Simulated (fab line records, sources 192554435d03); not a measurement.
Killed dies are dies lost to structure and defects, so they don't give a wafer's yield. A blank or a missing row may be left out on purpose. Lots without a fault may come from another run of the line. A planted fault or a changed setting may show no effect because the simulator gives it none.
Which tool did it? | flow n5_finfet | 24 lots, 72 wafers sampled, at 6 steps of a route of 1938

WHAT THE GAUGES READ, wafer by wafer
The record holds no reading of a measuring or inspecting step that can be judged against a usual standard deviation.

WHICH TOOL RAN EACH LOT (tool, then ch and the chambers of the sampled wafers, then the start)
lot  | N5_BEOL_M2_ETCH_63                 | N5_BEOL_M2_STRIP_19                | N5_BEOL_M2_STRIP_97                           | N5_BEOL_M2_SPUTTER_48        | N5_BEOL_M2_ANNEAL_95         | N5_BEOL_M2_ANNEAL_51
L074 | rie_diel-01 ch 1,3, day 6 15:03    | rie_diel-01 ch 0,1, day 6 15:22    | rie_diel-01 ch 0,3, day 7 04:01 or earlier    | pvd_sputter-02, day 7 04:01  | pvd_sputter-02, day 7 05:38  | rtp_anneal-02 ch 0, day 7 06:09
L075 | rie_diel-02 ch 1,2,3, day 6 19:07  | rie_diel-04 ch 1,2,3, day 6 19:26  | rie_diel-04 ch 1,2,3, day 7 09:27 or earlier  | pvd_sputter-01, day 7 09:27  | pvd_sputter-01, day 7 11:04  | rtp_anneal-01 ch 0, day 7 11:29
L076 | rie_diel-02 ch 0,1, day 6 22:39    | rie_diel-02 ch 0,1,2, day 6 22:58  | rie_diel-02 ch 0,1,2, day 7 16:37 or earlier  | pvd_sputter-03, day 7 16:37  | pvd_sputter-03, day 7 18:14  | rtp_anneal-02 ch 0, day 7 18:55
L077 | rie_diel-02 ch 1,2, day 7 13:19    | rie_diel-02 ch 0,1,2, day 7 13:38  | rie_diel-01 ch 0,1,2, day 7 18:47 or earlier  | pvd_sputter-03, day 7 18:47  | pvd_sputter-03, day 7 20:24  | rtp_anneal-01 ch 0, day 7 20:49
L078 | rie_diel-04 ch 0,2,3, day 7 16:39  | rie_diel-01 ch 0,2,3, day 7 16:58  | rie_diel-02 ch 1,2,3, day 8 00:17 or earlier  | pvd_sputter-03, day 8 00:17  | pvd_sputter-03, day 8 01:55  | rtp_anneal-02 ch 0, day 8 02:15
L080 | rie_diel-04 ch 0,3, day 8 01:26    | rie_diel-01 ch 0,1,2, day 8 01:45  | rie_diel-02 ch 0,2,3, day 8 07:20 or earlier  | pvd_sputter-03, day 8 07:20  | pvd_sputter-03, day 8 08:57  | rtp_anneal-01 ch 0, day 8 09:17
L081 | rie_diel-04 ch 1,2,3, day 8 03:38  | rie_diel-01 ch 1,2, day 8 04:02    | rie_diel-02 ch 1,3, day 8 10:49 or earlier    | pvd_sputter-01, day 8 10:49  | pvd_sputter-01, day 8 12:26  | rtp_anneal-02 ch 0, day 8 12:46
L079 | rie_diel-04 ch 1,2, day 8 04:52    | rie_diel-01 ch 2,3, day 8 05:14    | rie_diel-02 ch 0,1,2, day 8 17:35 or earlier  | pvd_sputter-03, day 8 17:35  | pvd_sputter-03, day 8 19:13  | rtp_anneal-02 ch 0, day 8 19:32
L083 | rie_diel-04 ch 1,2,3, day 8 20:21  | rie_diel-04 ch 0,2,3, day 8 20:40  | rie_diel-02 ch 0,1,2, day 9 04:15 or earlier  | pvd_sputter-01, day 9 04:15  | pvd_sputter-01, day 9 05:52  | rtp_anneal-01 ch 0, day 9 06:15
L082 | rie_diel-04 ch 1,2,3, day 9 03:01  | rie_diel-04 ch 0,3, day 9 03:19    | rie_diel-02 ch 0,2,3, day 9 05:56 or earlier  | pvd_sputter-03, day 9 05:56  | pvd_sputter-03, day 9 07:33  | rtp_anneal-02 ch 0, day 9 08:04
L084 | rie_diel-02 ch 0,3, day 9 11:57    | rie_diel-04 ch 1,2,3, day 9 12:17  | rie_diel-02 ch 0,1,2, day 9 21:15 or earlier  | pvd_sputter-02, day 9 21:15  | pvd_sputter-02, day 9 22:52  | rtp_anneal-01 ch 0, day 9 23:29
L085 | rie_diel-02 ch 0,2, day 9 17:19    | rie_diel-04 ch 1,2, day 9 17:40    | rie_diel-02 ch 1,2,3, day 9 23:49 or earlier  | pvd_sputter-02, day 9 23:49  | pvd_sputter-02, day 10 01:26 | rtp_anneal-02 ch 0, day 10 02:23
L086 | rie_diel-02 ch 0,3, day 9 21:21    | rie_diel-02 ch 0,1,3, day 9 21:40  | rie_diel-02 ch 2,3, day 10 00:50 or earlier   | pvd_sputter-03, day 10 00:50 | pvd_sputter-03, day 10 02:27 | rtp_anneal-02 ch 0, day 10 02:50
L087 | rie_diel-04 ch 0,2, day 10 01:10   | rie_diel-04 ch 0,3, day 10 01:29   | rie_diel-01 ch 2,3, day 10 10:45 or earlier   | pvd_sputter-01, day 10 10:45 | pvd_sputter-01, day 10 12:22 | rtp_anneal-02 ch 0, day 10 12:55
L088 | rie_diel-01 ch 0,1,2, day 10 13:13 | rie_diel-04 ch 0,2, day 10 13:31   | rie_diel-02 ch 0,2,3, day 10 18:23 or earlier | pvd_sputter-03, day 10 18:23 | pvd_sputter-03, day 10 20:00 | rtp_anneal-02 ch 0, day 10 20:20
L089 | rie_diel-04 ch 2,3, day 10 18:04   | rie_diel-04 ch 0,2,3, day 10 18:28 | rie_diel-02 ch 1,2,3, day 11 00:37 or earlier | pvd_sputter-02, day 11 00:37 | pvd_sputter-02, day 11 02:17 | rtp_anneal-01 ch 0, day 11 02:38
L090 | rie_diel-01 ch 1,2,3, day 10 19:33 | rie_diel-01 ch 0,2,3, day 10 19:53 | rie_diel-01 ch 0,1,3, day 11 03:45 or earlier | pvd_sputter-01, day 11 03:45 | pvd_sputter-01, day 11 05:22 | rtp_anneal-01 ch 0, day 11 05:43
L091 | rie_diel-02 ch 2,3, day 11 10:49   | rie_diel-04 ch 0,2,3, day 11 11:10 | rie_diel-02 ch 0,1,3, day 11 15:12 or earlier | pvd_sputter-03, day 11 15:12 | pvd_sputter-03, day 11 17:16 | rtp_anneal-01 ch 0, day 11 17:53
L092 | rie_diel-04 ch 2,3, day 11 12:07   | rie_diel-02 ch 0,1,3, day 11 12:33 | rie_diel-02 ch 1,2, day 11 20:34 or earlier   | pvd_sputter-01, day 11 20:34 | pvd_sputter-01, day 11 22:11 | rtp_anneal-02 ch 0, day 11 22:50
L093 | rie_diel-02 ch 2,3, day 11 15:49   | rie_diel-04 ch 0,2,3, day 11 16:07 | rie_diel-01 ch 0,1, day 11 23:35 or earlier   | pvd_sputter-03, day 11 23:35 | pvd_sputter-03, day 12 01:12 | rtp_anneal-02 ch 0, day 12 01:32
L094 | rie_diel-02 ch 1,2,3, day 12 08:02 | rie_diel-02 ch 1,3, day 12 08:26   | rie_diel-01 ch 2,3, day 12 16:20 or earlier   | pvd_sputter-02, day 12 16:20 | pvd_sputter-02, day 12 17:57 | rtp_anneal-01 ch 0, day 12 18:30
L095 | rie_diel-04 ch 0,1, day 12 08:13   | rie_diel-02 ch 2,3, day 12 08:31   | rie_diel-01 ch 0,1,3, day 12 18:15 or earlier | pvd_sputter-02, day 12 18:15 | pvd_sputter-02, day 12 19:52 | rtp_anneal-01 ch 0, day 12 20:20
L096 | rie_diel-04 ch 1,2,3, day 12 08:35 | rie_diel-02 ch 1,2,3, day 12 08:54 | rie_diel-01 ch 0,3, day 12 20:05 or earlier   | pvd_sputter-01, day 12 20:05 | pvd_sputter-01, day 12 21:43 | rtp_anneal-02 ch 0, day 12 22:08
L097 | rie_diel-01 ch 0,1, day 12 10:06   | rie_diel-01 ch 0,1, day 12 10:25   | rie_diel-01 ch 0,3, day 12 23:15 or earlier   | pvd_sputter-02, day 12 23:15 | pvd_sputter-02, day 13 00:52 | rtp_anneal-02 ch 0, day 13 01:15
- N5_BEOL_M2_ETCH_63: etches SiARC in CF4, target depth 15.6 nm, time 26 s.
- N5_BEOL_M2_STRIP_19: strips in O2.
- N5_BEOL_M2_STRIP_97: strips in N2/H2, time 10 s.
- N5_BEOL_M2_SPUTTER_48: material Cu, target thk 4.5 nm, time 8.29 s.
- N5_BEOL_M2_ANNEAL_95: time 240 s.
- N5_BEOL_M2_ANNEAL_51: time 90 s.

WHAT THE TOOLS THEMSELVES READ (means of the sampled wafers that have a number; where no wafer has one, the mark that the record gives instead)
N5_BEOL_M2_ETCH_63. Usual: drypump_motor_current_A 5.5 A, standard deviation 0.43; etch_rf_on_time_s 25.9 s, standard deviation 0.93; oes_product_au 0.67 a.u., standard deviation 0.066; rf_vpp_V 184.2 V, standard deviation 1.3; showerhead_plenum_p_Torr 2.16 Torr, standard deviation 0.075; throttle_valve_pct 15.58 %, standard deviation 0.15.
lot  | tool        | drypump_motor_current_A (A) | etch_rf_on_time_s (s) | oes_product_au (a.u.) | rf_vpp_V (V) | showerhead_plenum_p_Torr (Torr) | throttle_valve_pct (%) | flag
L074 | rie_diel-01 | 5.6                         | 26.4                  | 0.67                  | 182.4        | 2.09                            | 15.54                  |
L075 | rie_diel-02 | 5.3                         | 26.3                  | 0.69                  | 184.8        | 2.20                            | 15.49                  |
L076 | rie_diel-02 | 5.5                         | 25.5                  | 0.68                  | 183.3        | 2.12                            | 15.50                  |
L077 | rie_diel-02 | 5.6                         | 27.1                  | 0.66                  | 184.8        | 2.23                            | 15.52                  |
L078 | rie_diel-04 | 5.3                         | 25.7                  | 0.67                  | 184.0        | 2.14                            | 15.63                  |
L080 | rie_diel-04 | 5.7                         | 26.0                  | 0.61                  | 183.8        | 2.15                            | 15.67                  |
L081 | rie_diel-04 | 5.4                         | 26.3                  | 0.70                  | 184.4        | 2.19                            | 15.63                  |
L079 | rie_diel-04 | 5.5                         | 26.5                  | 0.70                  | 183.6        | 2.18                            | 15.60                  |
L083 | rie_diel-04 | 5.4                         | 26.0                  | 0.68                  | 185.5        | 2.19                            | 15.64                  |
L082 | rie_diel-04 | 5.4                         | 26.2                  | 0.68                  | 184.1        | 2.19                            | 15.65                  |
L084 | rie_diel-02 | 5.7                         | 25.6                  | 0.69                  | 183.2        | 2.09                            | 15.61                  |
L085 | rie_diel-02 | 6.0                         | 26.4                  | 0.66                  | 182.7        | 2.12                            | 15.63                  |
L086 | rie_diel-02 | 5.7                         | 25.3                  | 0.69                  | 184.0        | 2.09                            | 15.61                  |
L087 | rie_diel-04 | 5.2                         | 24.7                  | 0.85                  | 186.6        | 2.24                            | 15.32                  |
L088 | rie_diel-01 | 5.8                         | 25.8                  | 0.66                  | 183.6        | 2.09                            | 15.55                  |
L089 | rie_diel-04 | 5.3                         | 25.4                  | 0.66                  | 184.8        | 2.20                            | 15.72                  |
L090 | rie_diel-01 | 5.6                         | 26.2                  | 0.65                  | 183.8        | 2.10                            | 15.59                  |
L091 | rie_diel-02 | 5.5                         | 27.5                  | 0.65                  | 184.1        | 2.23                            | 15.60                  |
L092 | rie_diel-04 | 5.0                         | 25.8                  | 0.69                  | 184.0        | 2.19                            | 15.70                  |
L093 | rie_diel-02 | 5.2                         | 26.2                  | 0.68                  | 184.0        | 2.19                            | 15.59                  |
L094 | rie_diel-02 | 5.3                         | 26.6                  | 0.65                  | 184.8        | 2.18                            | 15.59                  |
L095 | rie_diel-04 | 5.6                         | 25.2                  | 0.74                  | 184.6        | 2.23                            | 15.32                  |
L096 | rie_diel-04 | 5.4                         | 26.0                  | 0.66                  | 185.0        | 2.18                            | 15.70                  |
L097 | rie_diel-01 | 6.0                         | 26.0                  | 0.64                  | 183.1        | 2.06                            | 15.60                  |

N5_BEOL_M2_STRIP_19. Usual: drypump_motor_current_A 5.5 A, standard deviation 0.44; oes_product_au 0.79 a.u., standard deviation 0.071; rf_vpp_V 3.7 V, standard deviation 0.49; showerhead_plenum_p_Torr 2.10 Torr, standard deviation 0.071; throttle_valve_pct 16.65 %, standard deviation 0.15.
lot  | tool        | drypump_motor_current_A (A) | oes_product_au (a.u.) | rf_vpp_V (V) | showerhead_plenum_p_Torr (Torr) | throttle_valve_pct (%) | flag
L074 | rie_diel-01 | 5.9                         | 0.81                  | 3.9          | 2.04                            | 16.59                  |
L075 | rie_diel-04 | 5.4                         | 0.82                  | 4.0          | 2.15                            | 16.65                  |
L076 | rie_diel-02 | 5.7                         | 0.78                  | 3.8          | 2.09                            | 16.48                  |
L077 | rie_diel-02 | 5.7                         | 0.78                  | 3.9          | 2.09                            | 16.51                  |
L078 | rie_diel-01 | 5.8                         | 0.78                  | 3.7          | 2.06                            | 16.75                  |
L080 | rie_diel-01 | 5.9                         | 0.79                  | 3.7          | 2.06                            | 16.63                  |
L081 | rie_diel-01 | 5.7                         | 0.81                  | 3.6          | 2.09                            | 16.52                  |
L079 | rie_diel-01 | 5.6                         | 0.79                  | 3.3          | 2.09                            | 16.65                  |
L083 | rie_diel-04 | 5.4                         | 0.77                  | 3.7          | 2.10                            | 16.70                  |
L082 | rie_diel-04 | 5.6                         | 0.69                  | 3.5          | 2.05                            | 16.77                  |
L084 | rie_diel-04 | 5.4                         | 0.79                  | 3.6          | 2.14                            | 16.70                  |
L085 | rie_diel-04 | 5.5                         | 0.81                  | 3.6          | 2.13                            | 16.73                  |
L086 | rie_diel-02 | 5.4                         | 0.79                  | 4.2          | 2.08                            | 16.67                  |
L087 | rie_diel-04 | 5.6                         | 0.81                  | 4.1          | 2.20                            | 16.60                  |
L088 | rie_diel-04 | 5.3                         | 0.93                  | 3.8          | 2.21                            | 16.47                  |
L089 | rie_diel-04 | 5.3                         | 0.85                  | 3.9          | 2.18                            | 16.59                  |
L090 | rie_diel-01 | 5.7                         | 0.75                  | 3.2          | 2.06                            | 16.80                  |
L091 | rie_diel-04 | 5.4                         | 0.83                  | 3.6          | 2.18                            | 16.61                  |
L092 | rie_diel-02 | 5.4                         | 0.77                  | 3.2          | 2.07                            | 16.71                  |
L093 | rie_diel-04 | 5.3                         | 0.82                  | 4.0          | 2.18                            | 16.60                  |
L094 | rie_diel-02 | 5.1                         | 0.75                  | 3.6          | 2.10                            | 16.70                  |
L095 | rie_diel-02 | 5.5                         | 0.77                  | 3.5          | 2.16                            | 16.59                  |
L096 | rie_diel-02 | 5.3                         | 0.77                  | 3.6          | 2.13                            | 16.64                  |
L097 | rie_diel-01 | 6.0                         | 0.74                  | 3.4          | 2.02                            | 16.79                  |

N5_BEOL_M2_STRIP_97. Usual: drypump_motor_current_A 5.6 A, standard deviation 0.45; n2_flow_sccm 200.0 sccm, standard deviation 0.54; oes_product_au 0.77 a.u., standard deviation 0.038; rf_vpp_V 59.1 V, standard deviation 0.83; showerhead_plenum_p_Torr 2.52 Torr, standard deviation 0.099; throttle_valve_pct 23.7 %, standard deviation 0.3.
lot  | tool        | drypump_motor_current_A (A) | n2_flow_sccm (sccm) | oes_product_au (a.u.) | rf_vpp_V (V) | showerhead_plenum_p_Torr (Torr) | throttle_valve_pct (%) | flag
L074 | rie_diel-01 | 5.9                         | 199.7               | 0.76                  | 58.9         | 2.44                            | 23.6                   |
L075 | rie_diel-04 | 5.4                         | 200.1               | 0.81                  | 60.1         | 2.60                            | 23.8                   |
L076 | rie_diel-02 | 5.7                         | 200.4               | 0.78                  | 58.9         | 2.56                            | 23.8                   |
L077 | rie_diel-01 | 5.8                         | 199.6               | 0.79                  | 59.2         | 2.47                            | 23.3                   |
L078 | rie_diel-02 | 5.3                         | 199.7               | 0.80                  | 59.4         | 2.62                            | 23.9                   |
L080 | rie_diel-02 | 5.6                         | 200.0               | 0.80                  | 59.4         | 2.58                            | 23.9                   |
L081 | rie_diel-02 | 5.1                         | 199.8               | 0.78                  | 59.3         | 2.57                            | 23.8                   |
L079 | rie_diel-02 | 5.7                         | 199.7               | 0.77                  | 59.5         | 2.55                            | 23.8                   |
L083 | rie_diel-02 | 5.7                         | 199.6               | 0.77                  | 59.1         | 2.55                            | 23.8                   |
L082 | rie_diel-02 | 5.6                         | 200.2               | 0.79                  | 59.0         | 2.57                            | 23.9                   |
L084 | rie_diel-02 | 5.7                         | 199.1               | 0.77                  | 58.8         | 2.55                            | 23.8                   |
L085 | rie_diel-02 | 5.3                         | 199.6               | 0.79                  | 59.8         | 2.61                            | 23.9                   |
L086 | rie_diel-02 | 5.5                         | 199.9               | 0.80                  | 58.6         | 2.66                            | 24.0                   |
L087 | rie_diel-01 | 5.5                         | 200.3               | 0.77                  | 58.9         | 2.52                            | 23.6                   |
L088 | rie_diel-02 | 5.6                         | 199.8               | 0.79                  | 59.2         | 2.57                            | 23.9                   |
L089 | rie_diel-02 | 5.3                         | 199.9               | 0.77                  | 59.4         | 2.61                            | 23.9                   |
L090 | rie_diel-01 | 5.8                         | 200.4               | 0.75                  | 59.1         | 2.43                            | 23.6                   |
L091 | rie_diel-02 | 5.4                         | 200.0               | 0.77                  | 59.1         | 2.52                            | 23.8                   |
L092 | rie_diel-02 | 5.6                         | 200.4               | 0.74                  | 60.9         | 2.63                            | 24.0                   |
L093 | rie_diel-01 | 5.9                         | 200.1               | 0.76                  | 58.7         | 2.42                            | 23.2                   |
L094 | rie_diel-01 | 5.6                         | 200.0               | 0.76                  | 59.2         | 2.52                            | 23.7                   |
L095 | rie_diel-01 | 5.9                         | 200.2               | 0.74                  | 58.3         | 2.42                            | 23.6                   |
L096 | rie_diel-01 | 5.7                         | 199.9               | 0.72                  | 58.7         | 2.43                            | 23.9                   |
L097 | rie_diel-01 | 5.9                         | 200.1               | 0.73                  | 58.7         | 2.41                            | 23.7                   |

N5_BEOL_M2_SPUTTER_48. Usual: throttle_valve_pct 30.1 %, standard deviation 0.91.
lot  | tool           | throttle_valve_pct (%) | flag
L074 | pvd_sputter-02 | 30.9                   |
L075 | pvd_sputter-01 | 30.3                   |
L076 | pvd_sputter-03 | 30.2                   |
L077 | pvd_sputter-03 | 30.4                   |
L078 | pvd_sputter-03 | 30.2                   |
L080 | pvd_sputter-03 | 30.5                   |
L081 | pvd_sputter-01 | 30.7                   |
L079 | pvd_sputter-03 | 30.4                   |
L083 | pvd_sputter-01 | 30.6                   |
L082 | pvd_sputter-03 | 30.5                   |
L084 | pvd_sputter-02 | 30.1                   |
L085 | pvd_sputter-02 | 30.6                   |
L086 | pvd_sputter-03 | 30.4                   |
L087 | pvd_sputter-01 | 29.8                   |
L088 | pvd_sputter-03 | 30.6                   |
L089 | pvd_sputter-02 | 30.8                   |
L090 | pvd_sputter-01 | 29.8                   |
L091 | pvd_sputter-03 | 30.6                   |
L092 | pvd_sputter-01 | 30.5                   |
L093 | pvd_sputter-03 | 30.6                   |
L094 | pvd_sputter-02 | 30.8                   |
L095 | pvd_sputter-02 | 28.8                   |
L096 | pvd_sputter-01 | 30.2                   |
L097 | pvd_sputter-02 | 29.7                   |

N5_BEOL_M2_ANNEAL_95. Usual: heater_power_w 814 W, standard deviation 87.
lot  | tool           | heater_power_w (W) | flag
L074 | pvd_sputter-02 | 860                |
L075 | pvd_sputter-01 | 792                |
L076 | pvd_sputter-03 | 748                |
L077 | pvd_sputter-03 | 770                |
L078 | pvd_sputter-03 | 763                |
L080 | pvd_sputter-03 | 756                |
L081 | pvd_sputter-01 | 836                |
L079 | pvd_sputter-03 | 770                |
L083 | pvd_sputter-01 | 828                |
L082 | pvd_sputter-03 | 763                |
L084 | pvd_sputter-02 | 890                |
L085 | pvd_sputter-02 | 846                |
L086 | pvd_sputter-03 | 795                |
L087 | pvd_sputter-01 | 830                |
L088 | pvd_sputter-03 | 757                |
L089 | pvd_sputter-02 | 831                |
L090 | pvd_sputter-01 | 824                |
L091 | pvd_sputter-03 | 833                |
L092 | pvd_sputter-01 | 835                |
L093 | pvd_sputter-03 | 760                |
L094 | pvd_sputter-02 | 819                |
L095 | pvd_sputter-02 | 916                |
L096 | pvd_sputter-01 | 807                |
L097 | pvd_sputter-02 | 927                |

N5_BEOL_M2_ANNEAL_51. Usual: anneal_temp_c_max 226.0, standard deviation 0.31; wafer_temp_C_max 225.89, standard deviation 0.26.
lot  | tool          | anneal_temp_c_max | wafer_temp_C_max | flag
L074 | rtp_anneal-02 | 226.1             | 225.97           |
L075 | rtp_anneal-01 | 225.5             | 226.17           |
L076 | rtp_anneal-02 | 226.2             | 225.95           |
L077 | rtp_anneal-01 | 226.0             | 225.70           |
L078 | rtp_anneal-02 | 226.0             | 225.58           |
L080 | rtp_anneal-01 | 225.6             | 225.88           |
L081 | rtp_anneal-02 | 226.4             | 225.81           |
L079 | rtp_anneal-02 | 226.2             | 226.07           |
L083 | rtp_anneal-01 | 225.6             | 225.56           |
L082 | rtp_anneal-02 | 226.4             | 226.26           |
L084 | rtp_anneal-01 | 225.6             | 225.96           |
L085 | rtp_anneal-02 | 226.0             | 225.97           |
L086 | rtp_anneal-02 | 225.9             | 226.20           |
L087 | rtp_anneal-02 | 226.4             | 226.12           |
L088 | rtp_anneal-02 | 226.2             | 225.67           |
L089 | rtp_anneal-01 | 225.6             | 225.67           |
L090 | rtp_anneal-01 | 225.7             | 225.62           |
L091 | rtp_anneal-01 | 225.7             | 226.18           |
L092 | rtp_anneal-02 | 226.3             | 225.71           |
L093 | rtp_anneal-02 | 226.0             | 226.10           |
L094 | rtp_anneal-01 | 225.8             | 225.96           |
L095 | rtp_anneal-01 | 225.6             | 225.75           |
L096 | rtp_anneal-02 | 226.3             | 225.69           |
L097 | rtp_anneal-02 | 226.1             | 226.12           |

THE ANSWER, worked out from the rows above alone
Rule: a lot is off if the mean of its wafers that have a number lies more than 3 standard deviations from the usual mean. A lot without any number at a reading at which 4 lots or more have one is off too. The other lots that the step has rows for count as sound. The gauges are gone through in route order, then the tools' own readings, and for those a lot's mean is taken as printed above. The first step at which some lot is off is used, and at that step the reading that is off furthest; a lot without a number counts as furthest.
No lot is off at any reading shown: from this, nothing can be told.

WHAT THE SIMULATOR HAD PUT IN
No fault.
